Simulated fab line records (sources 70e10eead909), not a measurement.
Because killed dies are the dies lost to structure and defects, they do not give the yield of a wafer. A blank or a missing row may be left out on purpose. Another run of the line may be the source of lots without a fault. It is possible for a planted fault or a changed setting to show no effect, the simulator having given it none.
A single fault, viewed from 3 desks    flow nandHarc    each desk holds nothing but its own numbers, with what lay behind them at the end

== FROM THE METROLOGY DESK ==
Means of the sampled wafers that have a number, per lot and without regard to the tool the lot ran on: this is what the gauges read. Marked OUT: a lot whose mean sits more than 4 standard deviations from the usual mean, which makes it out of limits; the brackets give that distance.
Columns: A = cdNm at NHARC_A_CHANNEL_HOLE_D1_CD_MEAS_10, usual 100.0 nm
lot   first seen here  A
L421  day 9 19:25      99.9
L424  day 10 20:03     100.3
L426  day 11 17:11     100.1
L425  day 11 17:34     100.2
L428  day 12 05:22     100.2
L429  day 13 05:03     100.0
L430  day 13 06:01     101.3
L431  day 14 04:32     101.4
L437  day 16 16:20     101.3
L439  day 17 05:45     101.0
L440  day 17 16:00     99.7
L441  day 18 10:07     100.3
This desk found nothing out of limits on any of the 12 lots.

== DESK OF THE TOOL OWNER: arfiScanner-03 ==
The tool's own readings at NHARC_A_CHANNEL_HOLE_D1_EXPOSE_07 (exposes mask HOLE D1, target cd 100 nm): means of the sampled wafers that have a number, for each lot that ran on this tool. Marked OUT: a lot whose mean sits more than 4 standard deviations from the usual mean, which makes it out of limits; the brackets give that distance.
Columns: A = exposureDoseMJCm2 at NHARC_A_CHANNEL_HOLE_D1_EXPOSE_07, usual 59.65
lot   first seen here  A
L421  day 9 19:17      59.65
L428  day 12 05:13     59.68
L429  day 13 04:55     59.62
L430  day 13 05:53     61.99 (+42) OUT
L431  day 14 04:25     61.55 (+34) OUT
L437  day 16 16:12     61.15 (+27) OUT
L439  day 17 05:37     60.78 (+20) OUT
This desk finds L430, L431, L437, L439 out of limits, L430 being first, at day 13 05:53 (exposureDoseMJCm2 at NHARC_A_CHANNEL_HOLE_D1_EXPOSE_07). In limits: L421, L428, L429.

== THE DEFECT DESK ==
Lot by lot, what the route's inspections counted, given as the mean of those sampled wafers with a number. Marked OUT: a lot whose mean sits more than 4 standard deviations from the usual mean, which makes it out of limits; the brackets give that distance.
Columns: A = rawDefectCount at NHARC_A_SOURCE_PLATE_INSPECT_08, usual 60
lot   first seen here  A
L421  day 9 00:42      77
L424  day 10 03:52     72
L425  day 10 22:16     35
L426  day 10 22:16     59
L428  day 11 16:22     61
L429  day 12 11:07     66
L430  day 12 11:07     48
L431  day 13 05:26     65
L437  day 15 21:59     69
L439  day 16 07:20     52
L440  day 16 22:59     82
L441  day 17 14:32     85
This desk found nothing out of limits on any of the 12 lots.

== TAKEN TOGETHER ==
On L430, L431, L437, L439, at day 13 05:53, an alarm was possible from the tool owner's desk.
Metrology desk: nothing out of limits seen.
Nothing the defect desk looked at was out of limits.
The metrology desk has L430, L431, L437, L439 on record, within its limits.
The defect desk has L430, L431, L437, L439 on record, within its limits.
NHARC_A_CHANNEL_HOLE_D1_EXPOSE_07 was run on arfiScanner-03 by each of the lots named.

== WHAT THE SIMULATOR HAD INSERTED ==
Drift in process parameters on arfiScanner-03 at NHARC_A_CHANNEL_HOLE_D1_EXPOSE_07, starting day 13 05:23. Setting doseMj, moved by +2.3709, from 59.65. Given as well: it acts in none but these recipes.
Lots struck among those shown: L430, L431, L437, L439.
Hours from the fault's start to each desk's first reading out of limits: the tool owner's desk, 0.
